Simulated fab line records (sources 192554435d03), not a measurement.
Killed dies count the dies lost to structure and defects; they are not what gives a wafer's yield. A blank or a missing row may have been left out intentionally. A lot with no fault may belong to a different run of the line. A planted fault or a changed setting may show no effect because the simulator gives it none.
Struck lot and sound lot, side by side :: flow n5Finfet :: 16 out of 1938 route steps
Sound: these wafers, L143.1, L143.3, L143.5. Wafers struck: L150.4, L150.5. The cause is named last.
Each step with rows lists, per side, the tool, then ch with its chambers, then its first start. Under that, the readings that differ: sound wafers :: struck wafers :: difference of the means :: sigmas: that difference in standard deviations of wafers without a fault.
alike: same words and numbers on both sides, and readings whose means sit less than 2 such deviations apart. not compared: any withheld reading, any reading some wafer has no value for, any bound like >300 that may hide the same value, and any number with overlapping values for which the record gives no deviation.
The two part at a step that has a row with sigmas, a row that says differs or no value, or rows on one side only. Non-overlapping numbers with no deviation appear without sigmas and do not part them. Lack of a reading on every wafer of one side parts them only where that side has two or more wafers.

N5_BEOL_M0_SAQP_HM_OPEN_112: chemistry CHF3/O2, target SiO2, stops on a-Si, target depth 12 nm, time 13.5 s.
  sound on rieDiel-04 ch 1,2,3, day 7 18:34; struck on rieDiel-02 ch 1,2, day 9 13:44
  alike: chamberPressureMTorr, drypumpMotorCurrentA, oes_o_777_au, oesProductAu, rfFwdPowerW, rfVppV, showerheadPlenumPTorr, throttleValvePct
  not compared: rfHoursCounterH
then, 1 step without rows for these wafers: N5_BEOL_M0_SAQP_STRIP_113 (strips in CHF3/O2).
N5_BEOL_M0_SAQP_MANDREL_ETCH_20: etches a-Si in HBr/Cl2, stops on SiNx, target depth 60 nm, bt time 10 s, time 30 s.
  sound on rieSi-01 ch 0,1, day 7 18:40; struck on rieSi-01 ch 0,1, day 9 13:49
  alike: chamberPressureMTorr, drypumpMotorCurrentA, oesProductAu, rfFwdPowerW, throttleValvePct
  not compared: rfHoursCounterH
N5_BEOL_M0_SAQP_STRIP_86: strips in N2/H2.
  sound on rieDiel-02 ch 1,3, day 7 18:45; struck on rieDiel-04 ch 1,2, day 9 13:55
reading: drypumpMotorCurrentA (A)
sound: 6.6 6.6 6.6
struck: 5.3 5.2
difference: -1.3
sigmas: -3
  alike: chamberPressureMTorr, n2FlowSccm, oesProductAu, rfVppV, showerheadPlenumPTorr, throttleValvePct
  not compared: rfHoursCounterH
then, 3 steps without rows for these wafers: N5_BEOL_M0_SAQP_STRIP_115 (strips in post etch residue remover, time 60 s); N5_BEOL_M0_SAQP_SRD_93 (time 30 s); N5_BEOL_M0_SAQP_RECESS_114 (chemistry HF/NH3, target SiO2, target depth 14.4 nm, afs cycles 3, sublimation time 60 s).
N5_BEOL_M0_SAQP_SPACER1_ALD_98: deposits SiO2, target thk 12.8 nm, pulse time 1 s, purge time 2 s.
  sound on aldSin-04 ch 0,1, day 7 19:25; struck on aldSin-03 ch 2,3, day 9 14:40
  alike: heaterPowerW, precursorPulseHeightRel
then, 2 steps without rows for these wafers: N5_BEOL_M0_SAQP_SPACER1_ETCHBACK_99 (etches SiO2 in CHF3/O2, target depth 15.4 nm, time 7.7 s); N5_BEOL_M0_SAQP_MANDREL1_REMOVE_100 (chemistry HBr/Cl2/O2, target a-Si, stops on SiNx, bt time 10 s).
N5_BEOL_M0_SAQP_CD_MEAS_25: the cd target is 13.1 nm.
  sound on cdSem-03 ch 0, day 7 20:05; struck on cdSem-03 ch 0, day 9 15:28
  alike: cdNm
N5_BEOL_M0_SAQP_ETCH_101: etches SiNx in CH3F/O2, target depth 29.9 nm, time 42.7 s.
  sound on rieDiel-04 ch 0,1,2, day 7 20:07; struck on rieDiel-02 ch 2,3, day 9 15:31
  alike: chamberPressureMTorr, drypumpMotorCurrentA, oes_o_777_au, oesProductAu, rfFwdPowerW, rfVppV, showerheadPlenumPTorr, throttleValvePct
  not compared: rfHoursCounterH
N5_BEOL_M0_SAQP_ETCH_102: etches SiO2 in CF4, target depth 4 nm, time 4.4 s.
  sound on rieSi-04 ch 2,3, day 7 20:14; struck on rieSi-06 ch 0,2, day 9 15:37
reading: oesProductAu (a.u.)
sound: 0.978 1.011 0.978
struck: 0.843 0.859
difference: -0.138
sigmas: -6

reading: model.etch.depthNm (nm)
sound: 3.897 4.058 3.912
struck: 3.114 3.218
difference: -0.790
sigmas: 
  alike: chamberPressureMTorr, drypumpMotorCurrentA, rfFwdPowerW, throttleValvePct
  not compared: rfHoursCounterH
then, 1 step without rows for these wafers: N5_BEOL_M0_SAQP_MANDREL_ETCH_103 (etches a-Si in HBr/Cl2, stops on SiCN, target depth 45 nm, bt time 10 s, time 27 s).
-- here the record skips 2 days between the struck wafers' starts before and after, leaving off in module BEOL_M0_SAQP and picking up in module BEOL_M4 (first step shown: number 1111 of the route) --
N5_BEOL_M4_RC_MEAS_101:
  sound on prober-02 ch 0, day 10 13:26; struck on prober-02 ch 0, day 11 23:10
reading: DIBL_N (mV/V)
sound: 35.0 32.3 35.6
struck: 38.0 39.0
difference: +4.2
sigmas: +2
  alike: DIBL_P, IOFF_N, IOFF_P, ION_N, ION_P, SS_N, SS_P, VT_N, VT_P
following that, these wafers have no rows for 1 step: N5_PASSIVATION_PROBE_49.

== WHERE THEY PART ==
Last at N5_BEOL_M4_RC_MEAS_101 as far as this record goes, first at N5_BEOL_M0_SAQP_STRIP_86.

WHY: what had been put in by the simulator
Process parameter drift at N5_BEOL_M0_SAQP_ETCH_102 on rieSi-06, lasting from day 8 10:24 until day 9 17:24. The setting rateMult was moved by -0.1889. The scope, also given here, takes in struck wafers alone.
